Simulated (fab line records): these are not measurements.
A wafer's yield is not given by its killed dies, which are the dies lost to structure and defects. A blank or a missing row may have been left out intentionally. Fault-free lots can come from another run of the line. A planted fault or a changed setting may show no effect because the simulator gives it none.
Which tool did it?	flow nand-harc	72 wafers from 24 lots sampled at 5 of the route's 1159 steps

== WHAT THE GAUGES SHOWED, per wafer ==
NHARC_A_BONDPAD_CD_MEAS_09 targets a cd of 500 nm.
lot	measured	on	cd-nm (nm)
L074	day 18 01:17	cd-sem-01	500.5 505.2 502.5
L075	day 18 12:40	cd-sem-02	496.8 500.3 501.7
L078	day 18 13:19	cd-sem-02	500.8 501.7 500.0
L077	day 18 17:25	cd-sem-02	501.0 501.8 503.4
L076	day 18 18:05	cd-sem-03	501.5 502.9 503.3
L079	day 19 15:09	cd-sem-02	501.7 502.1 499.0
L080	day 19 15:29	cd-sem-03	498.1 499.1 499.9
L081	day 19 21:31	cd-sem-03	498.8 500.5 500.7
L083	day 20 06:14	cd-sem-01	499.1 498.7 501.1
L084	day 20 11:31	cd-sem-03	502.0 500.0 499.8
L082	day 20 11:55	cd-sem-03	500.3 500.9 500.1
L086	day 20 16:26	cd-sem-02	502.7 500.8 501.5
L087	day 20 18:53	cd-sem-02	502.9 500.8 501.5
L085	day 21 16:26	cd-sem-01	499.6 499.2 501.3
L089	day 21 17:19	cd-sem-03	502.3 501.9 501.9
L088	day 21 22:18	cd-sem-03	501.6 501.9 498.8
L090	day 22 02:35	cd-sem-02	502.5 500.2 502.8
L092	day 22 12:39	cd-sem-03	502.0 499.5 500.3
L094	day 22 13:56	cd-sem-01	501.1 501.5 499.9
L093	day 22 18:55	cd-sem-02	501.6 501.7 503.1
L091	day 22 19:17	cd-sem-03	501.9 499.4 502.1
L095	day 23 10:35	cd-sem-01	497.2 499.4 499.5
L096	day 23 11:19	cd-sem-03	502.1 499.6 500.8
L097	day 23 23:29	cd-sem-02	498.2 497.2 498.5

NHARC_A_BONDPAD_CD_MEAS_13.
lot	measured	on	cd-nm (nm)
L074	day 18 01:49	cd-sem-01	500.4 504.2 502.4
L075	day 18 13:11	cd-sem-03	495.2 500.4 501.3
L078	day 18 13:56	cd-sem-02	499.8 500.8 498.8
L077	day 18 18:06	cd-sem-02	500.8 501.8 502.6
L076	day 18 18:37	cd-sem-02	500.9 503.2 502.8
L079	day 19 15:41	cd-sem-01	500.8 500.2 499.0
L080	day 19 16:05	cd-sem-01	497.4 498.4 499.3
L081	day 19 22:02	cd-sem-01	497.9 499.2 500.2
L083	day 20 06:46	cd-sem-01	498.3 499.2 500.2
L084	day 20 12:04	cd-sem-01	501.4 498.3 498.1
L082	day 20 12:28	cd-sem-02	501.0 501.2 499.5
L086	day 20 16:58	cd-sem-02	502.2 498.5 500.4
L087	day 20 19:25	cd-sem-01	500.9 498.7 501.1
L085	day 21 16:58	cd-sem-03	498.7 497.5 500.2
L089	day 21 17:50	cd-sem-01	500.8 500.8 500.0
L088	day 21 22:50	cd-sem-01	499.7 501.0 498.0
L090	day 22 03:07	cd-sem-03	502.0 499.7 502.6
L092	day 22 13:11	cd-sem-01	501.5 499.7 499.3
L094	day 22 14:28	cd-sem-01	499.8 500.3 499.2
L093	day 22 19:28	cd-sem-02	503.1 499.9 503.2
L091	day 22 19:53	cd-sem-03	501.7 497.5 501.8
L095	day 23 11:38	cd-sem-03	497.7 498.3 498.5
L096	day 23 11:50	cd-sem-01	500.0 498.0 498.8
L097	day 24 00:01	cd-sem-02	498.5 496.0 497.8

NHARC_A_BONDPAD_INSPECT_23.
lot	measured	on	raw-defect-count
L074	day 18 04:02	defect-inspect-01	625 479 500
L075	day 18 15:26	defect-inspect-02	475 352 440
L078	day 18 16:29	defect-inspect-01	539 453 396
L077	day 18 20:24	defect-inspect-02	666 472 547
L076	day 18 21:01	defect-inspect-02	656 499 711
L079	day 19 17:55	defect-inspect-02	556 434 490
L080	day 19 18:19	defect-inspect-01	351 383 542
L081	day 20 00:35	defect-inspect-02	304 274 297
L083	day 20 08:59	defect-inspect-01	435 610 501
L084	day 20 14:28	defect-inspect-01	473 557 437
L082	day 20 14:49	defect-inspect-01	843 658 438
L086	day 20 19:13	defect-inspect-02	582 1061 503
L087	day 20 21:41	defect-inspect-02	558 415 374
L085	day 21 19:13	defect-inspect-01	387 407 402
L089	day 21 20:07	defect-inspect-02	388 421 527
L088	day 22 01:16	defect-inspect-01	527 566 522
L090	day 22 05:23	defect-inspect-01	343 862 410
L092	day 22 15:28	defect-inspect-02	344 295 426
L094	day 22 16:44	defect-inspect-02	458 621 485
L093	day 22 21:46	defect-inspect-02	421 585 855
L091	day 22 22:10	defect-inspect-01	686 417 541
L095	day 23 13:56	defect-inspect-01	372 461 426
L096	day 23 14:05	defect-inspect-01	316 523 701
L097	day 24 02:20	defect-inspect-02	633 515 391

== WHICH TOOL RAN EACH LOT (tool, then ch and the chambers of the sampled wafers, then the start) ==
lot	NHARC_A_M0_DESCUM_14	NHARC_A_M0_PVD_21
L074	rie-diel-02 ch 0,1,2, day 17 16:29	pvd-sputter-03, day 18 01:17 or earlier
L075	rie-diel-02 ch 0,2,3, day 18 04:15	pvd-sputter-01, day 18 12:40 or earlier
L078	rie-diel-02 ch 0,1,2, day 18 04:42	pvd-sputter-03, day 18 13:19 or earlier
L077	rie-diel-02 ch 2,3, day 18 08:55	pvd-sputter-01, day 18 17:25 or earlier
L076	rie-diel-02 ch 0,1,2, day 18 09:26	pvd-sputter-01, day 18 18:05 or earlier
L079	rie-diel-02 ch 1,2,3, day 19 06:06	pvd-sputter-02, day 19 15:09 or earlier
L080	rie-diel-02 ch 1,2, day 19 06:33	pvd-sputter-01, day 19 15:29 or earlier
L081	rie-diel-07 ch 0,1,2, day 19 12:55	pvd-sputter-01, day 19 21:31 or earlier
L083	rie-diel-02 ch 2,3, day 19 21:42	pvd-sputter-01, day 20 06:14 or earlier
L084	rie-diel-04 ch 2,3, day 20 02:47	pvd-sputter-01, day 20 11:31 or earlier
L082	rie-diel-02 ch 1,2, day 20 03:18	pvd-sputter-01, day 20 11:55 or earlier
L086	rie-diel-02 ch 1,2, day 20 07:32	pvd-sputter-02, day 20 16:26 or earlier
L087	rie-diel-07 ch 0,3, day 20 10:07	pvd-sputter-01, day 20 18:53 or earlier
L085	rie-diel-04 ch 0,3, day 21 07:59	pvd-sputter-02, day 21 16:26 or earlier
L089	rie-diel-02 ch 1,3, day 21 08:29	pvd-sputter-03, day 21 17:19 or earlier
L088	rie-diel-07 ch 1,2,3, day 21 13:06	pvd-sputter-01, day 21 22:18 or earlier
L090	rie-diel-07 ch 0,2,3, day 21 17:46	pvd-sputter-02, day 22 02:35 or earlier
L092	rie-diel-07 ch 0,1,2, day 22 03:58	pvd-sputter-01, day 22 12:39 or earlier
L094	rie-diel-07 ch 1,2,3, day 22 05:06	pvd-sputter-03, day 22 13:56 or earlier
L093	rie-diel-07 ch 1,3, day 22 09:37	pvd-sputter-03, day 22 18:55 or earlier
L091	rie-diel-02 ch 1,2,3, day 22 09:54	pvd-sputter-02, day 22 19:17 or earlier
L095	rie-diel-02 ch 0,2,3, day 23 01:18	pvd-sputter-01, day 23 10:35 or earlier
L096	rie-diel-04 ch 0,3, day 23 02:27	pvd-sputter-03, day 23 11:19 or earlier
L097	rie-diel-04 ch 1,3, day 23 14:49	pvd-sputter-03, day 23 23:29 or earlier
- NHARC_A_M0_DESCUM_14: chemistry O2, time 3 s.
- NHARC_A_M0_PVD_21: deposits Cu, target thk 30 nm, time 20.49 s.

== WHAT THE TOOLS THEMSELVES READ (means of the sampled wafers that have a number; where no wafer has one, the mark that the record gives instead) ==
NHARC_A_M0_DESCUM_14.
lot	tool	drypump-motor-current-A (A)	oes-product-au (a.u.)	rf-vpp-V (V)	showerhead-plenum-p-Torr (Torr)	throttle-valve-pct (%)
L074	rie-diel-02	5.68	1.005	57.9	1.93	11.310
L075	rie-diel-02	5.72	1.006	57.8	1.99	11.309
L078	rie-diel-02	5.66	1.007	58.5	1.93	11.302
L077	rie-diel-02	5.75	1.008	58.3	2.05	11.312
L076	rie-diel-02	5.67	1.009	57.7	1.93	11.318
L079	rie-diel-02	5.78	1.002	57.3	1.99	11.315
L080	rie-diel-02	5.76	1.004	57.8	1.98	11.307
L081	rie-diel-07	5.59	0.995	57.5	1.87	11.306
L083	rie-diel-02	5.77	1.005	57.8	2.05	11.312
L084	rie-diel-04	6.06	0.987	58.1	1.97	11.314
L082	rie-diel-02	5.74	1.020	58.0	1.98	11.325
L086	rie-diel-02	5.76	1.000	57.6	1.93	11.315
L087	rie-diel-07	5.92	0.995	58.2	1.84	11.311
L085	rie-diel-04	5.24	0.991	57.9	1.96	11.307
L089	rie-diel-02	5.81	0.995	57.7	2.00	11.308
L088	rie-diel-07	5.43	0.987	58.2	1.90	11.317
L090	rie-diel-07	5.67	0.988	58.1	1.86	11.317
L092	rie-diel-07	5.59	1.003	57.8	1.86	11.313
L094	rie-diel-07	5.42	0.999	57.4	1.90	11.309
L093	rie-diel-07	5.49	0.989	58.1	1.92	11.305
L091	rie-diel-02	5.77	0.993	58.8	1.99	11.308
L095	rie-diel-02	5.67	0.990	57.7	1.99	11.303
L096	rie-diel-04	5.26	1.003	57.9	1.96	11.306
L097	rie-diel-04	5.22	1.003	57.3	1.89	11.315

NHARC_A_M0_PVD_21.
lot	tool	throttle-valve-pct (%)
L074	pvd-sputter-03	30.1
L075	pvd-sputter-01	30.0
L078	pvd-sputter-03	30.1
L077	pvd-sputter-01	29.4
L076	pvd-sputter-01	29.7
L079	pvd-sputter-02	30.2
L080	pvd-sputter-01	29.6
L081	pvd-sputter-01	29.6
L083	pvd-sputter-01	29.7
L084	pvd-sputter-01	29.9
L082	pvd-sputter-01	29.7
L086	pvd-sputter-02	30.5
L087	pvd-sputter-01	29.9
L085	pvd-sputter-02	29.6
L089	pvd-sputter-03	29.8
L088	pvd-sputter-01	29.7
L090	pvd-sputter-02	31.3
L092	pvd-sputter-01	29.8
L094	pvd-sputter-03	30.2
L093	pvd-sputter-03	29.7
L091	pvd-sputter-02	31.1
L095	pvd-sputter-01	29.7
L096	pvd-sputter-03	30.2
L097	pvd-sputter-03	29.4

== THE ANSWER, worked out from the rows above alone ==
Rule: usual is defined by the lots themselves. Put in order of their means at a reading, lots are off if they are a third of the lots or fewer, leave a main group of 4 or more, and stand apart from it by a gap of 3 or more times the standard deviation of the main group's means; of several such gaps the widest counts. A main group is skipped when, at the precision printed for the reading in the tables above, its means are all equal. A lot without any number at a reading at which 4 lots or more have one is off too. Any other lot the step has rows for is counted as sound. Order of review: gauges by route order, followed by the tools' own readings, for which a lot's mean as printed above is used. At the first step where some lot is off, the reading lying furthest off is the one used; lots without a number count as furthest.
Nothing can be told from this: no lot is off at any reading shown.

== WHAT THE SIMULATOR HAD INSERTED ==
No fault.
